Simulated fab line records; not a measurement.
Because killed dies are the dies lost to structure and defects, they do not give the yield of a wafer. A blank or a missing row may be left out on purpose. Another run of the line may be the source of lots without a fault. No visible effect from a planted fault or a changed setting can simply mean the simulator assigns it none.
Matching of chambers    flow nandHarc    NHARC_A_CHANNEL_FILL_D2_ALD_14 on aldHk-03: 4 sister chambers
The step deposits SiO2, target thk 2.5 nm, pulse time 10 s, ald cycles 25. 4 wafers are shown with their chamber, then 10 later ones without.

## WAFERS, EACH WITH ITS CHAMBER
wafer   chamber  heaterPowerW (W)
L088.4  2        416
L088.6  1        430
L092.3  3        428
L092.4  0        479

## WAFERS MISSING THEIR CHAMBER
wafer   heaterPowerW (W)
L092.5  492
L092.1  407
L092.2  437
L092.6  435
L096.1  415
L096.3  429
L096.5  431
L097.2  496
L097.3  416
L097.4  411

## CHAMBER TAKEN BY EACH
wafer   from the rows above           in truth
L092.5  0                             0
L092.1  can't be placed: 2 or 3 or 1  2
L092.2  can't be placed: 1 or 3 or 2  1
L092.6  can't be placed: 1 or 3 or 2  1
L096.1  can't be placed: 2 or 3 or 1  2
L096.3  can't be placed: 1 or 3 or 2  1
L096.5  can't be placed: 1 or 3 or 2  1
L097.2  0                             0
L097.3  can't be placed: 2 or 3 or 1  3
L097.4  can't be placed: 2 or 3 or 1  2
2 of 10 placed correctly. Cannot be placed on the basis of these rows: 8; the candidates contain the true chamber in 8. 0 placed wrongly.
How it was worked out, from the rows above alone: a wafer's distance from a chamber is the root of the sum, over the readings, of the square of ((its reading less the chamber's mean) divided by the reading's scatter). The wafer belongs to the nearest chamber; if the next one is less than 2 further off, it can't be placed. For every chamber, the mean is computed from those of its wafers that are shown. The scatter: root of mean squared gap, hidden wafer to nearest shown wafer, with one shown wafer a chamber.
